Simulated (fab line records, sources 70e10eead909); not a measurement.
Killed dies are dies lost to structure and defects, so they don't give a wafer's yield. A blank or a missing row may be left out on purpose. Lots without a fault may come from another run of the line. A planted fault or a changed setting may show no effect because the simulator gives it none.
Chamber matching | flow nand_harc | NHARC_A_BLC_ETCH_16 on rie_diel-03: 4 sister chambers
The step etches the open film in CF4, target depth 39 nm, time 65 s. 8 wafers are shown with their chamber, then 12 later ones without.

WAFERS WITH THEIR CHAMBER
wafer  | chamber | showerhead_plenum_p_Torr (Torr) | drypump_motor_current_A (A)
L079.1 | 2       | 1.68                            | 5.9
L081.3 | 2       | 1.68                            | 6.0
L084.4 | 3       | 1.85                            | 6.0
L085.5 | 1       | 1.65                            | 6.1
L085.6 | 0       | 1.70                            | 5.0
L086.2 | 1       | 1.65                            | 6.1
L086.4 | 3       | 1.85                            | 6.0
L086.6 | 0       | 1.69                            | 5.0

WAFERS WITHOUT THEIR CHAMBER
wafer  | showerhead_plenum_p_Torr (Torr) | drypump_motor_current_A (A)
L091.2 | 1.85                            | 6.0
L091.4 | 1.65                            | 6.1
L091.5 | 1.85                            | 6.0
L093.1 | 1.65                            | 6.1
L093.2 | 1.84                            | 6.0
L093.4 | 1.68                            | 6.0
L096.2 | 1.65                            | 6.1
L096.4 | 1.68                            | 6.0
L096.6 | 1.68                            | 5.9
L097.2 | 1.64                            | 6.1
L097.4 | 1.69                            | 4.9
L097.6 | 1.69                            | 5.0

WHICH CHAMBER EACH WENT THROUGH
wafer  | from the rows above | in truth
L091.2 | 3                   | 3
L091.4 | 1                   | 1
L091.5 | 3                   | 3
L093.1 | 1                   | 1
L093.2 | 3                   | 3
L093.4 | 2                   | 2
L096.2 | 1                   | 1
L096.4 | 2                   | 2
L096.6 | 2                   | 2
L097.2 | 1                   | 1
L097.4 | 0                   | 0
L097.6 | 0                   | 0
Placed correctly: 12 of 12. Can't be placed from these rows: 0. Placed wrongly: 0.
How it was worked out, from the rows above alone: a wafer's distance from a chamber is the root of the sum, over the readings, of the square of ((its reading less the chamber's mean) divided by the reading's scatter). The wafer belongs to the nearest chamber; if the next one is less than 2 further off, it can't be placed. A chamber's mean is the mean of its shown wafers. The scatter: the root of (the sum of the squares of (reading less its chamber's mean) over the shown wafers, divided by (wafers less chambers)).
